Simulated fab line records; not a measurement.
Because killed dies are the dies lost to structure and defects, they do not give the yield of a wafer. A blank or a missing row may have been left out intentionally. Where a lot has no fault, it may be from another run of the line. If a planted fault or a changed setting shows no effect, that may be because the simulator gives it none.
fab line records | flow nandHarc
record lots=24 wafers=72 lastDay=25
route steps=1159 shown A_STAIRCASE@693 A_SGD_CUT@747 A_SLIT@780
lots that met no fault: from a run of the same line without faults
startH: the number of hours between the record's first day and the start of the first shown wafer of the lot | waitH: time in hours since the lot's previous step | " unchanged from the row above | L1.1+2: a single row standing in for several wafers | - either no value or no given start | * or withheld: withheld | < > ~ a bound
route shown NAME@n: names a module that has steps shown in the file, with the first one's number in the route | usual: mean and standard deviation over wafers with no fault | same: alike in all rows | chamber/n: place in a boat | sites: each site's reading | _std_site: how widely they spread, as a standard deviation | _edge_site: inner sites' mean taken away from outer sites' mean | radiusMm: how far each site lies from the wafer's centre | mask NAME#n: copy n | behind: the tool/chamber that last shaped the wafer | hold: why the lot went on hold/how many hours it stayed there/how the hold came to an end | device: the n, p or np transistor that did not switch | end of line: at the end of the route, the tests of the same wafers | where a step has no rows: the recipe by itself | killed: not the wafer's yield, but the dies lost to structure and defects at the first sort | map: shows each die of a wafer: x if killed, . if not, _ if none is there
set.NAME: the setting that was run; set.NAME@STEP: the one run at that earlier step | model.NAME: the simulator's own value behind a step, which no gauge read
route steps across a sampled set of lots; one table per step, one row per wafer
services: when a tool's chamber went out of use (startH, in hours from the record's first day, below 0 if earlier), for how many hours, and the reason
## steps
# step NHARC_A_STAIRCASE_STRIP_316
# recipe o2FlowSccm=500 arFlowSccm=0 biasW=0 chemistry=O2
# usual drypumpMotorCurrentA=5.8/0.45 mfcArSccm=0.017/0.016 oesProductAu=0.998/0.012 rfVppV=57.7/0.86 showerheadPlenumPTorr=3.49/0.11 throttleValvePct=17.037/0.01
# columns lot.wafer tool chamber startH waitH drypumpMotorCurrentA mfcArSccm oesProductAu rfHoursCounterH rfVppV showerheadPlenumPTorr throttleValvePct
L074.1 rieDiel-01 2 - - 5.9 0.035 0.983 44 57.2 3.48 17.037
L074.2 " 3 " " 5.5 0.012 0.981 37 58.4 3.34 17.026
L074.3 " 0 " " 6.6 0.020 0.980 46 57.0 3.45 17.035
L075.2 rieDiel-01 1 - - 5.8 0 1.017 46 58.0 3.62 17.030
L075.4 " 3 " " 5.5 0.012 0.993 38 56.2 3.34 17.054
L075.3 " 0 " " 6.6 0.020 0.987 48 57.1 3.45 17.038
L078.2 rieDiel-01 0 - - 6.6 0.020 0.975 49 58.6 3.44 17.029
L078.5 " 0 " " 6.6 0.020 0.978 - 58.2 3.45 17.043
L078.6 " 1 " " 5.7 0 1.004 - 56.7 3.62 17.027
L077.3 rieDiel-02 2 - - 5.9 0.044 1.008 46 57.5 3.39 17.019
L077.4 " 3 " " 6.2 0 1.026 44 56.7 3.53 17.042
L077.1 " 0 " " 5.1 0.034 1.024 47 59.7 3.54 17.043
L076.2 rieDiel-02 2 - - 5.9 0.044 0.981 46 57.3 3.39 17.054
L076.6 " 2 " " 5.9 0.044 0.994 - 58.1 3.39 17.041
L076.5 " 3 " " 6.2 0 1.020 - 57.4 3.53 17.036
L079.1 rieDiel-08 0 - - 6.2 0 0.989 55 56.9 3.34 17.034
L079.4 " 3 " " 5.3 0 0.979 62 57.1 3.62 17.048
L079.6 " 1 " " 5.0 0.017 1.005 - 58.2 3.44 17.019
L081.2 rieDiel-02 1 - - 6.0 0.006 0.996 55 58.3 3.64 17.023
L081.1 " 2 " " 5.9 0.044 0.994 54 59.0 3.38 17.030
L081.5 " 1 " " 6.0 0.006 0.995 - 57.6 3.64 17.051
L080.1 rieDiel-02 1 - - 6.0 0.006 1.002 57 58.5 3.64 17.047
L080.5 " 3 " " 6.2 0 1.019 - 56.6 3.53 17.032
L080.6 " 0 " " 5.1 0.034 1.019 - 58.4 3.54 17.040
L084.4 rieDiel-02 1 - - 6.0 0.006 0.988 58 58.9 3.64 17.050
L084.5 " 1 " " 6.0 0.006 0.989 - 56.7 3.64 17.038
L084.6 " 2 " " 5.9 0.044 0.990 - 56.7 3.38 17.021
L083.2 rieDiel-08 0 - - 6.1 0 0.997 4 56.9 3.34 17.033
L083.1 " 1 " " 5.0 0.017 1.000 3 57.3 3.43 17.040
L083.5 " 0 " " 6.1 0 0.993 - 57.8 3.34 17.028
L082.2 rieDiel-02 3 - - 6.2 0 1.016 58 58.6 3.53 17.033
L082.1 " 0 " " 5.1 0.034 1.013 60 56.3 3.54 17.032
L082.5 " 0 " " 5.1 0.034 1.012 - 57.9 3.54 17.049
L088.4 rieDiel-01 1 - - 5.8 0 1.029 9 58.3 3.61 17.042
L088.1 " 0 " " 6.6 0.020 1.001 10 56.8 3.43 17.048
L088.5 " 1 " " 5.7 0 1.017 - 58.7 3.61 17.041
L087.3 rieDiel-08 0 - - 6.1 0 1.001 9 56.4 3.33 17.050
L087.1 " 1 " " 5.0 0.017 0.986 15 56.6 3.43 17.055
L087.5 " 3 " " 5.3 0 1.001 - 58.6 3.61 17.026
L085.4 rieDiel-08 0 - - 6.1 0 1.007 13 57.1 3.33 17.040
L085.1 " 2 " " 5.9 0.033 1.003 23 58.2 3.61 17.037
L085.6 " 1 " " 5.0 0.017 0.986 - 56.8 3.43 17.041
L086.2 rieDiel-01 0 - - 6.6 0.020 1.005 14 58.1 3.43 17.013
L086.1 " 1 " " 5.7 0 1.002 14 57.7 3.61 17.035
L086.6 " 0 " " 6.6 0.020 1.001 - 56.7 3.43 17.027
L090.4 rieDiel-01 3 - - 5.5 0.012 0.981 18 57.7 3.32 17.030
L090.1 " 1 " " 5.7 0 0.993 17 60.0 3.61 17.022
L090.6 " 3 " " 5.5 0.012 0.978 - 57.6 3.32 17.041
L089.1 rieDiel-01 1 - - 5.8 0 1.011 18 59.1 3.61 17.049
L089.3 " 2 " " 5.9 0.035 0.971 17 58.4 3.46 17.042
L089.6 " 2 " " 5.9 0.035 0.987 - 56.9 3.46 17.024
L092.2 rieDiel-01 1 - - 5.7 0 1.026 19 58.4 3.61 17.040
L092.1 " 0 " " 6.6 0.020 1.005 19 57.4 3.43 17.057
L092.6 " 1 " " 5.7 0 1.020 - 56.9 3.61 17.037
L091.2 rieDiel-08 1 - - 5.0 0.017 1.001 27 58.0 3.42 17.049
L091.1 " 2 " " 5.9 0.033 0.995 30 58.4 3.61 17.046
L091.3 " 3 " " 5.3 0 0.988 31 57.4 3.60 17.031
L094.4 rieDiel-01 0 - - 6.6 0.020 0.991 24 56.8 3.43 17.030
L094.2 " 1 " " 5.8 0 1.008 23 59.4 3.60 17.052
L094.5 " 0 " " 6.6 0.020 1.006 - 56.7 3.43 17.060
L093.1 rieDiel-02 3 - - 6.2 0 1.006 16 57.8 3.51 17.029
L093.3 " 2 " " 5.9 0.044 0.986 15 57.7 3.37 17.039
L093.6 " 3 " " 6.1 0 0.999 - 59.4 3.51 17.056
L095.3 rieDiel-08 0 - - 6.1 0 1.015 29 57.2 3.32 17.043
L095.4 " 2 " " 5.9 0.033 0.995 36 56.7 3.61 17.040
L095.5 " 3 " " 5.3 0 0.998 - 59.2 3.60 17.046
L096.1 rieDiel-02 2 - - 5.9 0.044 0.979 16 55.9 3.37 17.025
L096.2 " 1 " " 6.0 0.006 0.994 18 57.9 3.63 17.040
L096.6 " 2 " " 5.9 0.044 0.981 - 58.7 3.37 17.043
L097.4 rieDiel-08 3 - - 5.3 0 0.996 43 59.0 3.60 17.043
L097.3 " 1 " " 5.1 0.017 0.994 39 58.0 3.41 17.043
L097.6 " 0 " " 6.1 0 1.005 - 57.4 3.32 17.062
# step NHARC_A_STAIRCASE_ALD_415
# recipe targetThkA=300 pulseTimeS=6 aldCycles=300 tempC=300 material=SiO2
# usual heaterPowerW=467/36 precursorPulseHeightRel=1.000/0.021
# same aldCycles=300
# columns lot.wafer tool chamber startH waitH heaterPowerW precursorPulseHeightRel sinceWetCleanH
L074.2 aldHk-02 1 270.41 0.1 486 0.982 158
L074.1 " 2 " " 447 0.983 159
L074.3 " 0 " " 560 1.005 159
L075.3 aldHk-01 0 272.85 0.1 458 1.010 35
L075.2 " 1 " " 489 0.993 36
L075.4 " 3 " " 495 1.010 36
L078.2 aldHk-01 3 281.09 0.7 496 1.031 44
L078.6 " 0 " " 447 0.974 -
L078.5 " 1 " " 495 0.986 -
L077.4 aldHk-03 3 282.40 0.1 458 1.003 129
L077.1 " 0 " " 485 0.994 129
L077.3 " 1 " " 365 1.005 129
L076.2 aldHk-01 3 286.61 0.6 494 1.030 49
L076.5 " 1 " " 485 1.016 -
L076.6 " 2 " " 477 0.960 -
L079.1 aldHk-01 0 290.42 0.3 442 0.979 53
L079.4 " 1 " " 499 0.977 53
L079.6 " 0 " " 442 0.972 -
L081.2 aldHk-03 0 309.27 0.1 505 0.992 156
L081.1 " 1 " " 362 0.966 156
L081.5 " 1 " " 369 1.006 -
L080.1 aldHk-02 2 315.79 0.5 424 1.034 26
L080.5 " 0 " " 496 0.958 -
L080.6 " 1 " " 460 1.029 -
L084.4 aldHk-01 1 318.09 1.6 504 1.003 81
L084.5 " 1 " " 490 0.971 -
L084.6 " 2 " " 484 0.967 -
L083.2 aldHk-01 1 319.48 1.7 499 0.988 82
L083.1 " 2 " " 468 1.026 82
L083.5 " 1 " " 494 1.030 -
L082.1 aldHk-02 1 320.95 0.1 471 1.003 31
L082.2 " 3 " " 467 1.010 31
L082.5 " 1 " " 461 1.007 -
L088.1 aldHk-02 2 341.68 0.3 434 1.005 52
L088.4 " 0 " " 508 1.027 52
L088.5 " 1 " " 470 0.965 -
L087.1 aldHk-02 0 344.28 0.3 516 1.002 54
L087.3 " 2 " " 432 1.006 55
L087.5 " 3 " " 473 1.048 -
L085.1 aldHk-03 1 351.00 0.3 365 1.014 18
L085.4 " 2 " " 485 0.975 18
L085.6 " 0 " " 481 1.006 -
L086.2 aldHk-01 2 352.09 0.2 479 0.963 115
L086.1 " 3 " " 500 0.987 115
L086.6 " 3 " " 507 1.001 -
L090.4 aldHk-03 2 360.07 0.1 495 1.003 27
L090.1 " 0 " " 490 0.975 27
L090.6 " 3 " " 452 1.006 -
L089.1 aldHk-03 2 361.90 0.3 492 0.996 29
L089.3 " 0 " " 465 0.993 29
L089.6 " 2 " " 498 1.011 -
L092.1 aldHk-02 1 363.48 0.1 470 1.012 74
L092.2 " 0 " " 511 0.975 74
L092.6 " 2 " " 431 0.992 -
L091.3 aldHk-01 2 364.80 0.1 484 1.014 127
L091.1 " 0 " " 452 1.022 128
L091.2 " 1 " " 491 1.024 128
L094.4 aldHk-01 0 380.62 0.1 457 1.025 143
L094.2 " 3 " " 491 1.010 144
L094.5 " 1 " " 489 1.011 -
L093.3 aldHk-02 1 383.44 0.1 465 1.006 93
L093.1 " 2 " " 436 0.976 94
L093.6 " 2 " " 443 0.987 -
L095.3 aldHk-03 3 383.47 0.1 452 1.017 50
L095.4 " 1 " " 377 0.985 51
L095.5 " 0 " " 473 0.995 -
L096.1 aldHk-02 3 385.70 0.3 459 1.009 96
L096.2 " 1 " " 469 0.984 96
L096.6 " 2 " " 448 1.009 -
L097.4 aldHk-03 1 398.05 0.1 369 0.966 65
L097.3 " 3 " " 459 0.994 65
L097.6 " 2 " " 493 0.968 -
# step NHARC_A_STAIRCASE_STRIP_446
# recipe powerW=1500 tempC=250 chemistry=O2
# usual drypumpMotorCurrentA=5.8/0.38 heaterPowerW=303/7
# columns lot.wafer tool chamber startH waitH drypumpMotorCurrentA heaterPowerW rfHoursCounterH
L075.2 plasmaAsher-02 1 313.67 0.1 5.3 297 42
L075.3 " 0 " " 6.3 305 -
L075.4 " 1 " " 5.3 301 -
L074.2 plasmaAsher-01 0 314.12 0.0 5.9 293 6
L074.1 " 1 " " 5.5 306 6
L074.3 " 0 " " 5.9 291 -
L078.2 plasmaAsher-01 1 322.40 0.1 5.5 312 9
L078.5 " 0 " " 5.9 294 -
L078.6 " 1 " " 5.5 307 -
L077.1 plasmaAsher-01 1 324.26 0.0 5.5 315 10
L077.4 " 1 " " 5.5 312 -
L077.3 " 0 " " 5.9 298 -
L076.2 plasmaAsher-02 0 330.01 0.0 6.3 311 48
L076.6 " 0 " " 6.3 300 -
L076.5 " 1 " " 5.3 297 -
L079.1 plasmaAsher-01 1 334.36 0.3 5.5 308 13
L079.4 " 0 " " 5.9 295 -
L079.6 " 1 " " 5.5 314 -
L081.1 plasmaAsher-02 1 352.53 0.0 5.3 300 54
L081.2 " 0 " " 6.3 310 54
L081.5 " 0 " " 6.3 315 -
L084.4 plasmaAsher-01 0 356.68 0.2 5.9 299 -
L084.6 " 1 " " 5.5 312 -
L084.5 " 0 " " 5.9 296 -
L080.1 plasmaAsher-02 1 356.71 0.1 5.3 294 55
L080.5 " 0 " " 6.3 303 -
L080.6 " 1 " " 5.3 302 -
L083.2 plasmaAsher-01 0 356.85 0.0 5.9 294 20
L083.1 " 1 " " 5.5 317 20
L083.5 " 0 " " 5.9 298 -
L082.1 plasmaAsher-02 0 358.31 0.0 6.3 310 56
L082.2 " 1 " " 5.3 296 56
L082.5 " 1 " " 5.3 291 -
L087.1 plasmaAsher-01 1 382.28 0.0 5.5 308 33
L087.3 " 1 " " 5.5 306 -
L087.5 " 1 " " 5.5 311 -
L088.1 plasmaAsher-02 0 382.47 0.0 6.3 299 5
L088.4 " 1 " " 5.3 297 -
L088.5 " 0 " " 6.3 297 -
L086.1 plasmaAsher-01 0 395.41 0.0 5.9 298 37
L086.2 " 1 " " 5.5 304 37
L086.6 " 0 " " 5.9 289 -
L085.1 plasmaAsher-02 0 395.59 0.1 6.3 306 10
L085.4 " 0 " " 6.3 307 -
L085.6 " 1 " " 5.3 308 -
L092.1 plasmaAsher-01 0 402.05 0.0 5.9 301 40
L092.2 " 1 " " 5.5 314 40
L092.6 " 1 " " 5.5 307 -
L091.2 plasmaAsher-02 1 402.32 0.2 5.3 300 13
L091.1 " 0 " " 6.3 310 13
L091.3 " 1 " " 5.3 312 -
L090.1 plasmaAsher-02 1 402.65 0.4 5.3 301 13
L090.4 " 1 " " 5.3 300 -
L090.6 " 0 " " 6.3 301 -
L089.1 plasmaAsher-02 0 403.53 0.1 6.3 302 14
L089.3 " 0 " " 6.3 301 -
L089.6 " 1 " " 5.3 303 -
L095.3 plasmaAsher-02 1 423.68 0.1 5.3 309 -
L095.4 " 0 " " 6.3 298 -
L095.5 " 1 " " 5.3 301 -
L096.2 plasmaAsher-01 1 423.83 0.0 5.5 306 47
L096.1 " 0 " " 5.9 294 47
L096.6 " 1 " " 5.5 309 -
L094.2 plasmaAsher-02 0 424.30 0.0 6.3 307 21
L094.4 " 1 " " 5.3 304 -
L094.5 " 1 " " 5.3 297 -
L093.1 plasmaAsher-01 0 425.02 0.0 5.9 301 48
L093.3 " 0 " " 5.9 295 -
L093.6 " 0 " " 5.9 297 -
L097.4 plasmaAsher-01 1 445.68 0.1 5.5 306 -
L097.3 " 0 " " 5.9 294 -
L097.6 " 1 " " 5.5 308 -
# step NHARC_A_STAIRCASE_ETCHBACK_157
# recipe targetDepthA=900 overEtchFrac=0.3 timeS=167.14 ionEnergyEv=120 ch3fFlowSccm=50 o2FlowSccm=30 arFlowSccm=200 rfW=500 biasW=100 chemistry=CH3F/O2
# usual drypumpMotorCurrentA=5.8/0.43 mfcArSccm=199.9/0.6 oesProductAu=0.97/0.032 rfFwdPowerW=498.0/1.6 rfVppV=243.9/1.3 showerheadPlenumPTorr=2.43/0.078 throttleValvePct=20.662/0.0089
# columns lot.wafer tool chamber startH waitH drypumpMotorCurrentA mfcArSccm oesProductAu rfFwdPowerW rfHoursCounterH rfVppV showerheadPlenumPTorr throttleValvePct
L075.3 rieDiel-08 0 315.33 0.1 6.1 199.5 0.98 500.8 2 243.1 2.32 20.669
L075.4 " 1 " " 5.0 200.4 0.99 498.6 3 244.9 2.39 20.663
L075.2 " 2 " " 5.9 199.6 1.00 496.5 2 245.8 2.53 20.666
L074.3 rieDiel-08 3 315.95 0.1 5.3 200.3 0.99 499.5 2 244.4 2.52 20.652
L074.2 " 1 " " 5.0 200.0 1.00 494.2 3 243.7 2.39 20.672
L074.1 " 2 " " 5.9 200.1 1.01 495.0 2 245.7 2.53 20.671
L078.2 rieDiel-01 3 324.17 0.2 5.5 200.9 0.99 498.8 0 241.6 2.32 20.664
L078.5 " 2 " " 5.9 200.1 0.99 497.5 - 244.4 2.42 20.656
L078.6 " 3 " " 5.5 201.3 0.99 499.6 - 242.5 2.32 20.673
L077.1 rieDiel-02 1 325.96 0.2 6.0 200.0 0.93 497.8 62 244.0 2.54 20.669
L077.4 " 3 " " 6.2 198.4 0.96 497.8 61 245.3 2.45 20.669
L077.3 " 0 " " 5.1 200.1 0.94 499.4 63 245.2 2.46 20.678
L076.2 rieDiel-08 2 331.85 0.2 5.9 199.3 0.99 498.0 14 244.7 2.52 20.672
L076.6 " 3 " " 5.3 200.0 1.01 498.4 - 244.8 2.52 20.656
L076.5 " 2 " " 5.9 199.7 1.00 497.9 - 244.2 2.52 20.668
L079.1 rieDiel-08 3 336.10 0.1 5.3 200.9 0.99 498.2 16 245.4 2.52 20.656
L079.6 " 3 " " 5.3 200.4 0.99 499.2 - 245.2 2.52 20.653
L079.4 " 2 " " 5.9 199.9 0.99 494.3 - 245.3 2.52 20.674
L081.2 rieDiel-01 3 354.30 0.2 5.5 198.6 0.98 496.7 15 241.8 2.31 20.663
L081.1 " 0 " " 6.6 200.3 1.00 495.8 15 245.3 2.39 20.653
L081.5 " 1 " " 5.7 199.3 1.01 497.9 - 246.0 2.52 20.661
L084.5 rieDiel-02 0 358.38 0.3 5.1 200.6 0.98 497.4 - 243.9 2.46 20.668
L084.4 " 1 " " 6.0 199.6 1.00 497.7 - 245.3 2.53 20.656
L084.6 " 3 " " 6.2 199.5 1.01 500.0 - 242.4 2.45 20.650
L080.1 rieDiel-08 2 358.44 0.2 5.9 200.2 0.93 499.4 28 244.4 2.52 20.667
L080.5 " 1 " " 5.0 200.4 0.92 494.8 - 244.4 2.38 20.660
L080.6 " 2 " " 5.9 199.4 0.92 500.8 - 244.7 2.52 20.657
L083.1 rieDiel-01 3 358.62 0.2 5.5 199.7 0.99 499.4 17 242.0 2.31 20.653
L083.2 " 1 " " 5.7 200.5 1.02 499.7 17 244.5 2.52 20.657
L083.5 " 3 " " 5.5 199.7 0.99 499.0 - 242.8 2.31 20.668
L082.2 rieDiel-02 1 360.14 0.2 6.0 200.5 1.00 499.1 10 245.6 2.53 20.672
L082.1 " 2 " " 5.9 199.1 1.00 498.5 9 242.9 2.35 20.673
L082.5 " 0 " " 5.1 200.1 1.00 496.3 - 243.5 2.46 20.656
L087.1 rieDiel-01 2 384.02 0.2 5.9 200.8 0.94 495.6 24 243.4 2.41 20.656
L087.3 " 3 " " 5.5 200.1 0.94 498.2 27 244.6 2.31 20.667
L087.5 " 0 " " 6.6 200.6 0.95 497.6 - 244.2 2.38 20.659
L088.1 rieDiel-01 1 384.16 0.1 5.7 199.4 1.01 500.5 25 245.0 2.51 20.664
L088.4 " 2 " " 5.9 200.7 0.99 497.7 24 242.0 2.41 20.654
L088.5 " 1 " " 5.7 200.6 1.02 499.3 - 244.5 2.51 20.670
L086.1 rieDiel-02 0 397.13 0.2 5.1 199.7 0.98 497.1 19 244.7 2.45 20.655
L086.2 " 1 " " 6.0 200.6 1.00 497.2 22 244.8 2.53 20.671
L086.6 " 0 " " 5.0 199.0 0.99 496.7 - 245.3 2.45 20.663
L085.4 rieDiel-02 3 397.33 0.2 6.2 200.5 1.00 498.1 19 243.4 2.45 20.651
L085.1 " 0 " " 5.1 201.2 0.98 495.6 19 245.0 2.45 20.663
L085.6 " 2 " " 5.9 200.5 0.98 497.8 - 240.4 2.34 20.654
L092.1 rieDiel-02 0 403.79 0.2 5.0 199.4 0.96 499.7 21 244.3 2.45 20.659
L092.2 " 1 " " 6.0 200.3 0.96 496.0 26 245.6 2.53 20.657
L092.6 " 2 " " 5.9 199.3 0.93 497.5 - 243.2 2.34 20.655
L091.2 rieDiel-08 1 404.03 0.2 5.0 200.6 0.91 497.2 44 242.1 2.37 20.666
L091.3 " 2 " " 5.9 199.4 0.93 496.9 44 245.3 2.51 20.665
L091.1 " 0 " " 6.1 199.0 0.93 500.2 40 241.3 2.31 20.675
L090.1 rieDiel-02 0 404.33 0.2 5.0 199.2 0.94 498.9 22 244.4 2.45 20.672
L090.4 " 2 " " 5.9 199.9 0.92 497.9 24 244.6 2.34 20.670
L090.6 " 3 " " 6.1 199.5 0.94 500.5 - 245.1 2.45 20.663
L089.3 rieDiel-02 2 405.20 0.2 5.9 199.9 0.90 499.6 24 243.2 2.34 20.659
L089.1 " 1 " " 6.0 200.3 0.92 499.0 26 245.5 2.53 20.650
L089.6 " 3 " " 6.2 199.2 0.92 497.9 - 243.7 2.45 20.666
L095.3 rieDiel-01 3 425.34 0.2 5.5 200.5 0.92 495.1 42 243.9 2.30 20.653
L095.4 " 0 " " 6.6 200.0 0.92 495.7 42 243.2 2.38 20.645
L095.5 " 2 " " 5.9 200.2 0.94 496.3 - 244.1 2.40 20.680
L096.2 rieDiel-08 1 425.52 0.1 5.0 199.0 0.99 496.5 52 243.0 2.37 20.660
L096.1 " 0 " " 6.1 199.2 1.01 500.1 49 243.1 2.30 20.649
L096.6 " 2 " " 5.9 198.7 1.00 499.7 - 246.1 2.51 20.675
L094.4 rieDiel-01 2 425.99 0.2 5.9 200.0 1.00 496.4 40 241.1 2.40 20.659
L094.2 " 1 " " 5.7 198.8 1.00 498.2 39 244.3 2.51 20.658
L094.5 " 2 " " 5.9 198.9 1.01 497.4 - 243.8 2.40 20.647
L093.1 rieDiel-01 2 426.71 0.2 5.9 198.5 0.95 498.7 40 243.5 2.40 20.653
L093.3 " 1 " " 5.7 199.5 0.96 498.0 39 243.5 2.51 20.673
L093.6 " 3 " " 5.5 199.0 0.94 497.4 - 243.3 2.30 20.668
L097.3 rieDiel-08 3 447.28 0.1 5.3 200.2 1.01 499.5 60 243.2 2.50 20.665
L097.4 " 0 " " 6.1 199.7 1.00 497.2 57 241.6 2.30 20.644
L097.6 " 0 " " 6.1 200.2 0.99 496.7 - 241.3 2.30 20.666
# step NHARC_A_SGD_CUT_DEP_00
# recipe targetThkA=500 tempC=400 targetThkNm=50 flowSccm=200 rfW=450 material=SiNx
# usual heaterPowerW=688/99 rfFwdPowerW=447.5/1.8
# columns lot.wafer tool chamber startH waitH heaterPowerW rfFwdPowerW sinceWetCleanH
L075.2 pecvd-02 2 316.44 0.1 691 446.4 150
L075.3 " 1 " " 551 447.6 150
L075.4 " 1 " " 549 447.9 -
L074.3 pecvd-03 2 317.15 0.1 699 445.4 12
L074.1 " 0 " " 604 448.7 12
L074.2 " 1 " " 811 446.3 12
L078.2 pecvd-03 0 325.14 0.1 563 447.2 20
L078.6 " 0 " " 554 449.3 -
L078.5 " 1 " " 756 446.6 -
L077.1 pecvd-02 0 327.01 0.1 717 444.4 161
L077.3 " 1 " " 593 449.6 161
L077.4 " 0 " " 725 444.0 -
L076.2 pecvd-04 0 333.90 0.1 647 445.3 126
L076.6 " 0 " " 655 447.4 -
L076.5 " 2 " " 740 448.9 -
L079.1 pecvd-03 0 337.54 0.4 665 445.3 33
L079.6 " 1 " " 820 448.0 -
L079.4 " 2 " " 662 447.2 -
L081.2 pecvd-02 2 355.26 0.1 670 446.9 8
L081.1 " 0 " " 880 451.3 8
L081.5 " 1 " " 598 447.7 -
L080.1 pecvd-02 2 359.47 0.1 578 447.2 12
L080.5 " 1 " " 650 446.8 -
L080.6 " 2 " " 575 447.7 -
L084.6 pecvd-04 2 359.54 0.1 718 448.5 -
L084.5 " 0 " " 635 445.8 -
L084.4 " 1 " " 563 449.1 -
L083.1 pecvd-03 2 359.85 0.1 783 447.4 55
L083.2 " 1 " " 817 447.9 55
L083.5 " 2 " " 778 445.9 -
L082.2 pecvd-03 2 361.11 0.1 762 449.0 56
L082.1 " 1 " " 833 445.1 56
L082.5 " 1 " " 820 446.1 -
L087.3 pecvd-02 0 385.44 0.3 813 446.7 38
L087.1 " 2 " " 642 446.1 38
L087.5 " 1 " " 656 447.9 -
L088.1 pecvd-03 0 385.54 0.3 679 451.7 81
L088.5 " 2 " " 750 450.1 -
L088.4 " 1 " " 752 447.5 -
L086.2 pecvd-02 2 398.19 0.1 615 446.9 51
L086.1 " 1 " " 653 448.7 51
L086.6 " 1 " " 667 447.2 -
L085.1 pecvd-03 0 398.26 0.1 674 449.8 93
L085.4 " 1 " " 818 446.4 -
L085.6 " 2 " " 725 446.2 -
L092.2 pecvd-04 2 404.92 0.2 826 448.9 16
L092.1 " 1 " " 541 449.6 16
L092.6 " 0 " " 605 449.0 -
L091.1 pecvd-03 1 405.22 0.2 769 447.9 100
L091.2 " 2 " " 788 447.9 100
L091.3 " 0 " " 567 450.6 100
L090.1 pecvd-04 2 405.46 0.2 753 448.6 16
L090.6 " 0 " " 663 445.2 -
L090.4 " 1 " " 570 447.8 -
L089.3 pecvd-04 2 406.31 0.1 717 446.8 17
L089.1 " 0 " " 657 447.3 17
L089.6 " 0 " " 638 446.8 -
L096.1 pecvd-02 1 426.71 0.2 602 449.0 79
L096.2 " 2 " " 651 448.6 79
L096.6 " 0 " " 843 443.8 -
L095.3 pecvd-04 1 426.72 0.2 497 449.3 38
L095.5 " 2 " " 822 449.9 -
L095.4 " 1 " " 498 446.1 -
L094.2 pecvd-02 2 426.99 0.1 603 447.4 80
L094.4 " 1 " " 613 448.3 -
L094.5 " 0 " " 832 446.4 -
L093.1 pecvd-02 2 427.69 0.1 529 446.8 80
L093.3 " 0 " " 846 446.1 80
L093.6 " 0 " " 854 446.2 -
L097.3 pecvd-02 0 448.25 0.1 713 446.5 101
L097.6 " 0 " " 746 444.1 -
L097.4 " 1 " " 655 448.4 -
# step NHARC_A_SLIT_DEP_00
# recipe targetThkA=32000 tempC=400 material=aC
# usual throttleValvePct=34.999/0.009
# columns lot.wafer tool chamber startH waitH throttleValvePct
L074.1 aclDep-02 0 324.16 - 34.989
L074.2 " 0 " " 35.008
L074.3 " 0 " " 34.998
L075.2 aclDep-01 0 324.73 - 34.995
L075.3 " 0 " " 34.995
L075.4 " 0 " " 34.993
L078.2 aclDep-03 0 333.05 - 35.009
L078.5 " 0 " " 34.993
L078.6 " 0 " " 34.984
L077.1 aclDep-02 0 333.68 - 34.999
L077.3 " 0 " " 35.000
L077.4 " 0 " " 35.003
L079.1 aclDep-02 0 345.20 - 34.996
L079.4 " 0 " " 35.007
L079.6 " 0 " " 34.989
L076.2 aclDep-01 0 347.30 - 35.012
L076.5 " 0 " " 35.010
L076.6 " 0 " " 34.992
L081.1 aclDep-01 0 364.63 - 35.017
L081.2 " 0 " " 35.005
L081.5 " 0 " " 34.992
L080.1 aclDep-02 0 364.91 - 35.002
L080.5 " 0 366.25 - 34.997
L080.6 " 0 " " 34.988
L084.4 aclDep-03 0 365.65 - 35.012
L084.5 " 0 " " 35.000
L084.6 " 0 " " 35.002
L083.1 aclDep-03 0 368.57 - 34.994
L083.2 " 0 " " 35.001
L083.5 " 0 " " 34.994
L082.1 aclDep-02 0 368.81 - 35.011
L082.2 " 0 " " 34.996
L082.5 " 0 " " 34.988
L088.1 aclDep-03 0 393.42 - 35.004
L088.4 " 0 " " 34.996
L088.5 " 0 " " 34.987
L087.1 aclDep-02 0 393.46 - 35.000
L087.3 " 0 " " 34.974
L087.5 " 0 " " 34.996
L086.1 aclDep-01 0 406.56 - 34.987
L086.2 " 0 " " 34.995
L086.6 " 0 408.19 - 34.991
L085.1 aclDep-02 0 407.89 - 35.000
L085.4 " 0 " " 35.003
L085.6 " 0 " " 34.991
L090.1 aclDep-01 0 415.14 - 34.994
L090.4 " 0 " " 35.004
L090.6 " 0 " " 34.989
L092.1 aclDep-02 0 415.47 - 34.994
L092.2 " 0 " " 35.007
L092.6 " 0 417.09 - 35.012
L091.1 aclDep-02 0 417.41 - 34.997
L091.2 " 0 " " 35.028
L091.3 " 0 " " 35.006
L089.1 aclDep-01 0 418.96 - 34.996
L089.3 " 0 " " 34.993
L089.6 " 0 " " 34.979
L095.3 aclDep-01 0 437.66 - 34.998
L095.4 " 0 " " 34.998
L095.5 " 0 " " 35.008
L096.1 aclDep-03 0 437.89 - 34.995
L096.2 " 0 " " 35.002
L096.6 " 0 439.51 - 34.994
L094.2 aclDep-02 0 438.09 - 35.004
L094.4 " 0 " " 35.005
L094.5 " 0 " " 35.002
L093.1 aclDep-01 0 438.95 - 34.998
L093.3 " 0 " " 35.001
L093.6 " 0 440.62 - 34.999
L097.3 aclDep-03 0 458.97 - 35.008
L097.4 " 0 " " 34.989
L097.6 " 0 " " 34.999
## services
# columns tool chamber startH hours kind
rieDiel-01 3 256.86 8.8 repair
rieDiel-02 3 267.86 7.5 repair
aldHk-02 - 280.40 10.0 pm
plasmaAsher-01 - 284.71 9.0 pm
pecvd-02 - 288.16 1.5 repair
pecvd-03 - 292.05 13.0 pm
aclDep-01 - 294.18 13.0 pm
pecvd-02 1 299.99 7.7 repair
rieDiel-08 - 301.82 9.0 pm
rieDiel-01 - 314.97 9.0 pm
rieDiel-08 0 318.40 14.4 repair
rieDiel-02 - 328.58 9.0 pm
pecvd-04 1 331.20 11.3 repair
rieDiel-08 1 331.54 11.2 repair
pecvd-02 - 334.35 13.0 pm
rieDiel-02 0 337.94 7.0 repair
aclDep-02 - 351.91 13.0 pm
plasmaAsher-02 - 360.00 9.0 pm
pecvd-04 - 376.00 13.0 pm
rieDiel-02 3 384.07 6.7 repair
aldHk-01 - 406.40 10.0 pm
rieDiel-02 0 446.67 2.1 repair
aldHk-03 - 451.44 0.6 repair
aldHk-02 - 458.40 10.0 pm
## key
fault none
